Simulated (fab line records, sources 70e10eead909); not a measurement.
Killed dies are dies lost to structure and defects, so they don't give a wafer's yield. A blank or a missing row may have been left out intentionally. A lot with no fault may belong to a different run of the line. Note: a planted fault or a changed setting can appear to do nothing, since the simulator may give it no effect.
fab line records    flow nandHarc
[record] lots = 5  wafers = 15  lastDay = 33
route steps=1302 shown A_CONTACT@1103 A_BLC@1107
lots that met no fault: from a run of the same line without faults
startH: start of the lot's first displayed wafer, in hours after the record's first day    waitH: how many hours have passed since the lot's step before this one    " repeats the value in the row above    L1.1+2: one row covering several wafers at once    - value missing, or start not given    * or withheld: withheld    < > ~ a bound
route shown NAME@n: NAME is a module with steps in the file, n the number in the route of the first one    usual: the fault-free wafers' mean and standard deviation    same: alike in all rows    chamber/n: place in a boat    sites: readings site by site    _std_site: the values' standard deviation    _edge_site: mean of outer sites minus mean of inner sites    radiusMm: how far each site lies from the wafer's centre    mask NAME#n: copy n    behind: the most recent tool/chamber to have shaped the wafer    hold: the reason the lot was held/the length of the hold in hours/how it ended    device: names the non-switching transistor (n, p or np)    end of line: at the end of the route, the tests of the same wafers    for a step that has no rows: nothing shown but its recipe    killed: dies lost to structure and defects at the first sort, not the wafer's yield    map: per-die view of a wafer (x killed, . not killed, _ where there is no die)
set.NAME: the setting the step ran with; set.NAME@STEP: the setting that earlier step ran with    model.NAME: the simulator's own value behind a step, which no gauge read
certain route steps with their lots: each step a table, each wafer a row
services: the hour from which a tool's chamber was out of use, counted from the record's first day as startH (under 0 if before that day), plus the number of hours and why
[[steps]]
[step NHARC_A_CONTACT_CMP_20]
[recipe] tOverpolishS = 30  targetThkNm = 300
[usual] motorCurrentA = 12.0/1.2  overpolishRunS = 30.000/0.0094  timeToEndpointS = 60/3.3
lot.wafer  tool    chamber  startH  waitH  motorCurrentA  overpolishRunS  timeToEndpointS
L960.4     cmp-04  0        530.79  0.5    12.6           30.002          63
L960.1     "       2        "       "      11.6           29.982          60
L960.3     "       3        "       "      12.7           29.998          60
L966.4     cmp-02  3        598.44  0.4    16.0           30.013          57
L966.6     "       1        "       "      11.9           29.990          65
L966.5     "       2        "       "      11.4           29.990          58
L977.3     cmp-02  3        713.08  0.5    15.4           29.996          59
L977.2     "       0        "       "      12.8           30.002          64
L977.6     "       0        "       "      12.5           29.999          59
L978.2     cmp-04  1        713.86  0.8    10.8           30.006          58
L978.4     "       3        "       "      13.2           30.002          56
L978.1     "       0        "       "      12.1           29.997          58
L981.3     cmp-04  3        747.84  0.4    13.2           30.014          55
L981.4     "       0        "       "      11.9           29.993          55
L981.5     "       0        "       "      12.7           29.984          58
[step NHARC_A_CONTACT_SRD_22]
[step NHARC_A_CONTACT_INSPECT_23]
[usual] rawDefectCount = 488/140
lot.wafer  tool              chamber  startH  waitH  rawDefectCount
L960.1     defectInspect-01  -        531.20  0.1    260
L960.3     "                 -        "       "      468
L960.4     "                 -        "       "      369
L966.4     defectInspect-02  -        598.79  0.1    644
L966.5     "                 -        "       "      737
L966.6     "                 -        "       "      589
L977.2     defectInspect-01  -        713.51  0.1    277
L977.3     "                 -        "       "      321
L977.6     "                 -        "       "      299
L978.1     defectInspect-02  -        714.26  0.1    577
L978.2     "                 -        "       "      389
L978.4     "                 -        "       "      531
L981.3     defectInspect-01  -        748.24  0.1    521
L981.4     "                 -        "       "      516
L981.5     "                 -        "       "      547
[step NHARC_A_BLC_DEHYDRATE_00]
[recipe] tempC = 150  timeS = 120
[step NHARC_A_BLC_HMDS_01]
[recipe] timeS = 30
[step NHARC_A_BLC_COAT_02]
[recipe] tempC = 260  timeS = 75
[step NHARC_A_BLC_COAT_03]
[recipe] tempC = 225  timeS = 65
[step NHARC_A_BLC_COAT_04]
[recipe] spinRpm = 1500  resistThkNm = 90
[step NHARC_A_BLC_SOFTBAKE_05]
[recipe] tempC = 105  timeS = 55
[step NHARC_A_BLC_EBR_06]
[step NHARC_A_BLC_EXPOSE_07]
[recipe] na = 1.35  targetCdNm = 100  doseMj = 67.97  maskId = A_BLC
[step NHARC_A_BLC_PEB_08]
[recipe] pebTempC = 100  pebTimeS = 65
lot.wafer   tool           chamber  startH  waitH
L960.1+3+4  lithoTrack-04  0        531.62  0.1
L966.4+5+6  lithoTrack-04  0        599.22  0.0
L977.2+3+6  lithoTrack-06  0        713.94  0.1
L978.1+2+4  lithoTrack-04  0        714.69  0.1
L981.3+4+5  lithoTrack-01  0        748.67  0.0
[step NHARC_A_BLC_DEVELOP_09]
[recipe] developTimeS = 35  devTempC = 23
[step NHARC_A_BLC_CD_MEAS_10]
[recipe] targetCdNm = 100  landingEnergyEv = 500
[usual] cdNm = 100.1/0.58
lot.wafer  tool      chamber  startH  waitH  cdNm
L960.1     cdSem-03  0        531.70  -      100.0
L960.3     "         0        "       "      100.3
L960.4     "         0        "       "      99.8
L966.4     cdSem-01  0        599.30  -      100.1
L966.5     "         0        "       "      99.9
L966.6     "         0        "       "      106.3
L977.2     cdSem-03  0        714.02  -      100.8
L977.3     "         0        "       "      100.6
L977.6     "         0        "       "      100.2
L978.1     cdSem-01  0        714.76  -      101.0
L978.2     "         0        "       "      100.8
L978.4     "         0        "       "      100.4
L981.3     cdSem-01  0        748.75  -      99.8
L981.4     "         0        "       "      99.7
L981.5     "         0        "       "      100.4
[step NHARC_A_BLC_OVL_MEAS_11]
[usual] overlayXNm = -0.1/0.84  overlayYNm = 0.0/0.84
lot.wafer  tool        chamber  startH  waitH  overlayXNm  overlayYNm
L960.1     overlay-01  -        531.79  -      0.0         0.6
L960.3     "           -        "       "      0.1         0.5
L960.4     "           -        "       "      1.0         0.3
L966.4     overlay-02  -        599.38  -      -0.5        0.2
L966.5     "           -        "       "      0.0         0.4
L966.6     "           -        "       "      -0.4        0.1
L977.2     overlay-02  -        714.10  -      0.4         0.3
L977.3     "           -        "       "      0.3         0.7
L977.6     "           -        "       "      0.2         0.5
L978.1     overlay-01  -        714.85  -      0.6         -0.3
L978.2     "           -        "       "      0.1         0.5
L978.4     "           -        "       "      0.5         -0.7
L981.3     overlay-02  -        748.84  -      -1.1        -1.0
L981.4     "           -        "       "      -1.2        -1.9
L981.5     "           -        "       "      -0.6        -1.4
[step NHARC_A_BLC_INSPECT_12]
[usual] rawDefectCount = 82/37
lot.wafer  tool              chamber  startH  waitH  rawDefectCount
L960.1     defectInspect-02  -        531.83  0.0    17
L960.3     "                 -        "       "      15
L960.4     "                 -        "       "      20
L966.4     defectInspect-02  -        599.42  0.0    116
L966.5     "                 -        "       "      127
L966.6     "                 -        "       "      120
L977.2     defectInspect-01  -        714.14  0.0    45
L977.3     "                 -        "       "      37
L977.6     "                 -        "       "      31
L978.1     defectInspect-01  -        714.89  0.0    81
L978.2     "                 -        "       "      71
L978.4     "                 -        "       "      74
L981.3     defectInspect-01  -        748.87  0.0    95
L981.4     "                 -        "       "      86
L981.5     "                 -        "       "      78
[step NHARC_A_BLC_DESCUM_15]
[recipe] timeS = 3  o2FlowSccm = 200  arFlowSccm = 0  biasPowerW = 0  chemistry = O2
[usual] drypumpMotorCurrentA = 5.6/0.3  o2FlowSccm = 200.0/0.6  oesProductAu = 1.004/0.0078  rfVppV = 57.6/0.85  showerheadPlenumPTorr = 1.89/0.065  throttleValvePct = 11.311/0.0097
lot.wafer  tool        chamber  startH  waitH  drypumpMotorCurrentA  o2FlowSccm  oesProductAu  rfHoursCounterH  rfVppV  showerheadPlenumPTorr  throttleValvePct  model.A_BLC.cdNm
L960.3     rieDiel-09  1        531.90  0.1    5.6                   200.5       1.018         2                56.5    1.78                   11.316            100.3
L960.1     "           2        "       "      6.0                   199.9       0.986         2                57.6    1.92                   11.301            100.7
L960.4     "           2        "       "      6.0                   199.6       1.001         -                57.1    1.91                   11.311            100
L966.4     rieDiel-09  3        599.49  0.1    5.9                   200.1       1.002         6                56.9    1.98                   11.321            99.86
L966.6     "           2        "       "      6.0                   199.2       0.994         -                57.7    1.91                   11.309            106.5
L966.5     "           3        "       "      5.9                   199.7       1.007         -                57.9    1.98                   11.289            99.8
L977.3     rieDiel-09  3        714.20  0.1    5.9                   200.0       1.006         2                57.7    1.97                   11.311            100.3
L977.2     "           2        "       "      6.0                   201.4       0.999         2                58.8    1.91                   11.304            100.7
L977.6     "           3        "       "      5.9                   199.7       1.013         -                57.8    1.97                   11.321            100.1
L978.4     rieDiel-10  1        714.95  0.1    5.1                   199.5       1.008         10               57.0    1.82                   11.323            99.23
L978.2     "           3        "       "      5.7                   201.3       1.002         12               58.2    1.85                   11.315            100.9
L978.1     "           0        "       "      5.3                   200.0       1.007         8                58.1    1.96                   11.314            101
L981.4     rieDiel-10  2        748.93  0.1    5.6                   199.6       1.000         16               57.4    1.87                   11.312            99.9
L981.3     "           3        "       "      5.7                   200.6       1.003         15               56.4    1.84                   11.298            100.1
L981.5     "           3        "       "      5.8                   201.0       0.996         -                57.5    1.84                   11.299            100.8
[step NHARC_A_BLC_ETCH_16]
[recipe] targetDepthA = 390  overEtchFrac = 0.3  timeS = 65  ionEnergyEv = 80  cf4FlowSccm = 150  arFlowSccm = 0  rfW = 300  biasW = 100  chemistry = CF4
[usual] biasW = 100.0/0.32  drypumpMotorCurrentA = 5.63/0.3  oesProductAu = 1.003/0.0092  rfVppV = 151.1/1  showerheadPlenumPTorr = 1.75/0.055  throttleValvePct = 13.283/0.0089
lot.wafer  tool        chamber  startH  waitH  biasW  drypumpMotorCurrentA  oesProductAu  rfHoursCounterH  rfVppV  showerheadPlenumPTorr  throttleValvePct
L960.3     rieDiel-09  3        531.99  0.1    99.5   5.87                  1.002         2                152.2   1.82                   13.271
L960.1     "           2        "       "      100.2  6.02                  0.995         2                150.9   1.77                   13.297
L960.4     "           1        "       "      99.6   5.55                  1.010         -                150.2   1.65                   13.280
L966.4     rieDiel-09  1        599.56  0.1    99.7   5.58                  1.001         6                149.8   1.65                   13.286
L966.6     "           1        "       "      99.8   5.57                  1.005         -                150.7   1.65                   13.295
L966.5     "           2        "       "      99.9   6.02                  1.002         -                151.3   1.77                   13.292
L977.3     rieDiel-09  2        714.32  0.1    99.5   6.03                  1.008         2                151.0   1.77                   13.305
L977.2     "           3        "       "      99.8   5.88                  1.007         2                150.2   1.82                   13.274
L977.6     "           0        "       "      99.2   5.42                  0.990         -                152.8   1.80                   13.274
L978.4     rieDiel-10  1        715.04  0.1    100.0  5.07                  1.009         10               150.2   1.69                   13.290
L978.1     "           2        "       "      99.9   5.57                  1.016         13               151.3   1.73                   13.277
L978.2     "           3        "       "      100.1  5.72                  0.996         12               150.6   1.71                   13.274
L981.3     rieDiel-10  3        749.02  0.1    100.1  5.79                  0.989         15               151.4   1.71                   13.279
L981.4     "           1        "       "      100.5  5.08                  1.004         14               149.4   1.69                   13.286
L981.5     "           3        "       "      100.0  5.76                  0.993         -                149.4   1.71                   13.288
[step NHARC_A_BLC_ETCH_17]
[recipe] targetDepthA = 3900  overEtchFrac = 0.25  timeS = 609.38  ionEnergyEv = 200  n2FlowSccm = 150  h2FlowSccm = 150  arFlowSccm = 0  rfW = 400  biasW = 150  chemistry = N2/H2
[usual] biasW = 150.0/0.39  drypumpMotorCurrentA = 5.62/0.3  oesProductAu = 1.002/0.0094  rfVppV = 430.1/2.2  showerheadPlenumPTorr = 2.02/0.073  throttleValvePct = 14.171/0.0086
lot.wafer  tool        chamber  startH  waitH  biasW  drypumpMotorCurrentA  oesProductAu  rfHoursCounterH  rfVppV  showerheadPlenumPTorr  throttleValvePct
L960.1     rieDiel-09  3        -       -      150.2  5.87                  1.002         2                432.0   2.11                   14.184
L960.3     "           1        "       "      150.2  5.55                  1.016         2                426.9   1.89                   14.167
L960.4     "           3        "       "      150.6  5.89                  1.002         -                432.5   2.11                   14.163
L966.4     rieDiel-09  2        -       -      150.4  6.02                  0.983         6                430.2   2.04                   14.163
L966.6     "           0        "       "      150.3  5.42                  1.010         -                431.5   2.08                   14.172
L966.5     "           1        "       "      150.1  5.58                  1.011         -                427.2   1.89                   14.149
L977.2     rieDiel-09  0        -       -      149.7  5.40                  0.991         2                431.3   2.08                   14.186
L977.3     "           2        "       "      150.0  6.00                  1.002         2                429.4   2.04                   14.178
L977.6     "           0        "       "      150.3  5.42                  1.015         -                433.2   2.08                   14.179
L978.4     rieDiel-10  0        -       -      150.0  5.29                  1.007         8                431.2   2.09                   14.172
L978.1     "           1        "       "      150.2  5.08                  1.005         10               427.0   1.94                   14.173
L978.2     "           2        "       "      149.2  5.57                  1.010         13               429.0   1.99                   14.167
L981.3     rieDiel-10  1        -       -      150.0  5.09                  0.996         14               427.3   1.94                   14.174
L981.4     "           2        "       "      150.7  5.54                  1.013         16               428.5   1.99                   14.172
L981.5     "           1        "       "      150.2  5.08                  1.010         -                428.4   1.94                   14.184
[step NHARC_A_BLC_ETCH_18]
[recipe] targetDepthA = 9100  c4f8FlowSccm = 20  o2FlowSccm = 10  arFlowSccm = withheld  rfW = 600  biasW = 1500  chemistry = C4F8/O2/Ar
[usual] biasW = 1500/4.3  oesProductAu = 0.954/0.021  rfVppV = 977/4.4
lot.wafer  tool        chamber  startH  waitH  biasW  oesProductAu  rfHoursCounterH  rfVppV  model.A_BLC.cdNm
L960.3     rieDiel-09  3        -       -      1503   0.927         2                980     101.7
L960.1     "           2        "       "      1502   0.924         2                978     101.2
L960.4     "           3        "       "      1503   0.935         -                981     101.1
L966.4     rieDiel-09  0        -       -      1508   0.930         6                980     101.5
L966.5     "           2        "       "      1510   0.926         -                979     101.9
L966.6     "           3        "       "      1506   0.922         -                983     107.9
L977.3     rieDiel-09  0        -       -      1497   0.952         2                980     101.9
L977.2     "           2        "       "      1507   0.950         2                977     100.8
L977.6     "           2        "       "      1499   0.951         -                977     101.8
L978.2     rieDiel-10  1        -       -      1495   0.956         11               973     106
L978.1     "           2        "       "      1495   0.970         13               975     100.8
L978.4     "           3        "       "      1504   0.975         12               975     97.38
L981.3     rieDiel-10  1        -       -      1498   0.977         14               972     102
L981.4     "           3        "       "      1500   0.959         15               974     102.4
L981.5     "           2        "       "      1507   0.960         -                975     101.8
[step NHARC_A_BLC_CD_MEAS_19]
[usual] cdNm = 100.7/1.6
lot.wafer  tool      chamber  startH  waitH  cdNm
L960.1     cdSem-03  -        533.04  -      101.4
L960.3     "         -        "       "      101.7
L960.4     "         -        "       "      101.3
L966.4     cdSem-01  -        600.48  -      101.4
L966.5     "         -        "       "      102.1
L966.6     "         -        "       "      108.1
L977.2     cdSem-03  -        715.42  -      100.7
L977.3     "         -        "       "      102.2
L977.6     "         -        "       "      101.7
L978.1     cdSem-01  -        715.91  -      100.8
L978.2     "         -        "       "      105.7
L978.4     "         -        "       "      97.5
L981.3     cdSem-01  -        749.90  -      102.0
L981.4     "         -        "       "      102.1
L981.5     "         -        "       "      101.6
[[services]]
tool           chamber  startH  hours  kind
cmp-02         -        527.95  4.0    pm
rieDiel-09     0        531.50  7.6    repair
lithoTrack-04  -        553.00  7.0    pm
rieDiel-10     0        559.83  3.5    repair
cmp-04         -        561.82  3.1    repair
rieDiel-09     0        563.49  4.2    repair
rieDiel-09     1        570.60  3.9    repair
rieDiel-10     -        596.51  9.0    pm
cmp-04         -        601.07  4.0    pm
cmp-04         -        608.27  3.5    repair
cmp-02         -        625.95  4.0    pm
rieDiel-10     0        628.43  32.5   repair
rieDiel-10     3        631.27  2.1    repair
cmp-02         -        641.16  1.8    repair
rieDiel-10     3        643.46  6.5    repair
rieDiel-10     1        646.94  5.9    repair
rieDiel-09     0        670.10  10.7   repair
rieDiel-09     -        674.10  9.0    pm
rieDiel-10     1        687.78  1.2    repair
cmp-04         -        699.07  4.0    pm
rieDiel-09     1        701.65  26.0   repair
cmp-02         -        702.26  1.9    repair
cmp-02         -        723.95  4.0    pm
lithoTrack-04  -        728.00  7.0    pm
[[key]]
[firstSign] step = NHARC_A_BLC_CD_MEAS_10  reading = cdNm  direction = up  sigmas = 11  usual = 100.1  struck = 106.3
[effect] step = NHARC_A_BLC_CD_MEAS_19  reading = cdNm  direction = up  sigmas = 4.5  usual = 100.7  struck = 108.1
[modelEffect] step = NHARC_A_BLC_DESCUM_15  value = A_BLC.cdNm  without = 101  struck = 106.5
[modelEffect] step = NHARC_A_BLC_ETCH_18  value = A_BLC.cdNm  without = 102.4  struck = 107.9
metAt NHARC_A_BLC_PEB_08
struckWafers L966.6
testerLeftOut L966
onsetBetween 531.62 599.22
[fault] kind = processParameterDrift  tool = lithoTrack-04  chamber = -  onsetH = 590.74  steps = NHARC_A_BLC_PEB_08  channel = pebTimeS  offset = *  shape = step  endH = 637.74  scope = struckWafersOnly  actsIn = *  stated = *
// testerLeftOut: of these lots the tester's yield and bins aren't shown, on N5 and GAA mostly nor the transistor test; their killed dies are dies lost to structure and defects alone, not to doping, threshold or leakage, so they don't give the yield
